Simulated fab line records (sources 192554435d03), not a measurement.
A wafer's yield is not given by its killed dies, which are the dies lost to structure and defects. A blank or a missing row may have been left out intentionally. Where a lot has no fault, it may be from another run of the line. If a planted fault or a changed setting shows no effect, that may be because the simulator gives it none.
Matching of chambers / flow n5Finfet / rieSi-01 running N5_FIN_SAQP_MANDREL2_REMOVE_60: 4 sister chambers
The step chemistry HBr/Cl2/O2, target a-Si, stops on SiNx, bt time 10 s. 4 wafers are shown with their chamber, then 8 later ones without.

## WAFERS WITH THEIR CHAMBER
wafer=L086.3; chamber=1; throttleValvePct (%)=36.1
wafer=L093.1; chamber=2; throttleValvePct (%)=36.9
wafer=L093.4; chamber=0; throttleValvePct (%)=37.2
wafer=L095.1; chamber=3; throttleValvePct (%)=36.5

## WAFERS MISSING THEIR CHAMBER
wafer=L095.2; throttleValvePct (%)=37.2
wafer=L095.3; throttleValvePct (%)=36.9
wafer=L096.1; throttleValvePct (%)=36.5
wafer=L096.4; throttleValvePct (%)=36.9
wafer=L096.5; throttleValvePct (%)=36.4
wafer=L097.2; throttleValvePct (%)=36.5
wafer=L097.4; throttleValvePct (%)=36.9
wafer=L097.5; throttleValvePct (%)=37.2

## WHICH CHAMBER EACH ONE RAN IN
wafer=L095.2; from the rows above=0; in truth=0
wafer=L095.3; from the rows above=2; in truth=2
wafer=L096.1; from the rows above=3; in truth=3
wafer=L096.4; from the rows above=2; in truth=2
wafer=L096.5; from the rows above=3; in truth=3
wafer=L097.2; from the rows above=3; in truth=3
wafer=L097.4; from the rows above=2; in truth=2
wafer=L097.5; from the rows above=0; in truth=0
Correct placement for 8 of the 8. Left unplaced by these rows: 0. Number placed wrongly: 0.
How it was worked out, from the rows above alone: a wafer's distance from a chamber is the root of the sum, over the readings, of the square of ((its reading less the chamber's mean) divided by the reading's scatter). The wafer belongs to the nearest chamber; if the next one is less than 2 further off, it can't be placed. A chamber's mean is the mean of its shown wafers. The scatter (one wafer shown for each chamber): square how far every hidden wafer sits from the nearest shown wafer, average those squares and take the square root.
